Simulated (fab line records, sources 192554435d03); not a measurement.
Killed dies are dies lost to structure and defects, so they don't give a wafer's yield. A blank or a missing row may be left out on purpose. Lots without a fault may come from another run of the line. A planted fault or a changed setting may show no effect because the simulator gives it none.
Which tool did it? | flow n5_finfet | 6 lots, 18 wafers sampled, at 1 step of a route of 1938

WHAT THE GAUGES READ, wafer by wafer
N5_BEOL_M11_CD_MEAS_35: target cd 70 nm.
lot  | measured     | on        | cd_nm (nm)
L890 | day 11 11:10 | cd_sem-03 | 69.9 69.9 70.0
L891 | day 11 21:18 | cd_sem-03 | 69.4 69.8 69.8
L893 | day 12 11:56 | cd_sem-02 | 70.6 70.8 70.1
L898 | day 13 23:20 | cd_sem-03 | 70.3 70.5 70.8
L900 | day 15 03:33 | cd_sem-01 | 70.0 70.4 69.7
L908 | day 16 18:25 | cd_sem-01 | 69.8 70.0 71.3

WHICH TOOL RAN EACH LOT (tool, then ch and the chambers of the sampled wafers, then the start)
The record holds no process step before these readings.

THE ANSWER, worked out from the rows above alone
Rule: what is usual is taken from the lots themselves. Put in order of their means at a reading, lots are off if they are a third of the lots or fewer, leave a main group of 4 or more, and stand apart from it by a gap of 3 or more times the standard deviation of the main group's means; of several such gaps the widest counts. A main group whose means are all the same, to the digits that the tables above print for the reading, isn't used. A lot without any number at a reading at which 4 lots or more have one is off too. The other lots that the step has rows for count as sound.
No lot is off at any reading shown: from this, nothing can be told.

WHAT THE SIMULATOR HAD PUT IN
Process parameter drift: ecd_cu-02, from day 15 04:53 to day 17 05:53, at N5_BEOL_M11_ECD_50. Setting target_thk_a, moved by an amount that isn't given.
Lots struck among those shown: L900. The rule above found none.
